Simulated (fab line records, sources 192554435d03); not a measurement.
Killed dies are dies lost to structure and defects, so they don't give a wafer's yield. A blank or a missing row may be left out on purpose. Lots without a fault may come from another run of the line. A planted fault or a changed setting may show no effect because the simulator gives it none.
Which tool did it? | flow n5_finfet | 12 lots, 36 wafers sampled, at 2 steps of a route of 1938

WHAT THE GAUGES READ, wafer by wafer
N5_BEOL_M5_CD_MEAS_11: target cd 27.74 nm.
lot  | measured     | on        | cd_nm (nm)
L075 | day 8 13:25  | cd_sem-01 | 28.11 28.33 28.34
L077 | day 9 03:47  | cd_sem-03 | 27.84 27.90 27.80
L079 | day 10 01:55 | cd_sem-01 | 28.50 28.30 28.10
L080 | day 10 04:55 | cd_sem-01 | 28.11 27.64 27.53
L083 | day 10 14:43 | cd_sem-03 | 28.04 27.78 27.59
L085 | day 11 05:44 | cd_sem-02 | 28.23 27.73 28.04
L087 | day 11 12:26 | cd_sem-01 | 27.62 27.79 27.79
L088 | day 12 07:33 | cd_sem-02 | 27.75 28.15 28.12
L093 | day 12 13:17 | cd_sem-02 | 27.93 28.31 28.06
L094 | day 13 23:22 | cd_sem-01 | 27.86 27.89 27.56
L092 | day 14 05:16 | cd_sem-03 | 27.65 27.70 28.40
L097 | day 14 11:23 | cd_sem-02 | 28.15 28.12 27.99

WHICH TOOL RAN EACH LOT (tool, then ch and the chambers of the sampled wafers, then the start)
lot  | N5_BEOL_M4_ANNEAL_93
L075 | pvd_sputter-02, day 8 09:08
L077 | pvd_sputter-01, day 8 23:37
L079 | pvd_sputter-02, day 9 21:38
L080 | pvd_sputter-02, day 10 00:14
L083 | pvd_sputter-02, day 10 09:58
L085 | pvd_sputter-01, day 11 00:45
L087 | pvd_sputter-01, day 11 08:04
L088 | pvd_sputter-01, day 12 03:06
L093 | pvd_sputter-03, day 12 09:36
L094 | pvd_sputter-02, day 13 19:02
L092 | pvd_sputter-03, day 13 22:22
L097 | pvd_sputter-03, day 14 03:32
- N5_BEOL_M4_ANNEAL_93: time 240 s.

THE ANSWER, worked out from the rows above alone
Rule: what is usual is taken from the lots themselves. Put in order of their means at a reading, lots are off if they are a third of the lots or fewer, leave a main group of 4 or more, and stand apart from it by a gap of 3 or more times the standard deviation of the main group's means; of several such gaps the widest counts. A main group whose means are all the same, to the digits that the tables above print for the reading, isn't used. A lot without any number at a reading at which 4 lots or more have one is off too. The other lots that the step has rows for count as sound.
No lot is off at any reading shown: from this, nothing can be told.

WHAT THE SIMULATOR HAD PUT IN
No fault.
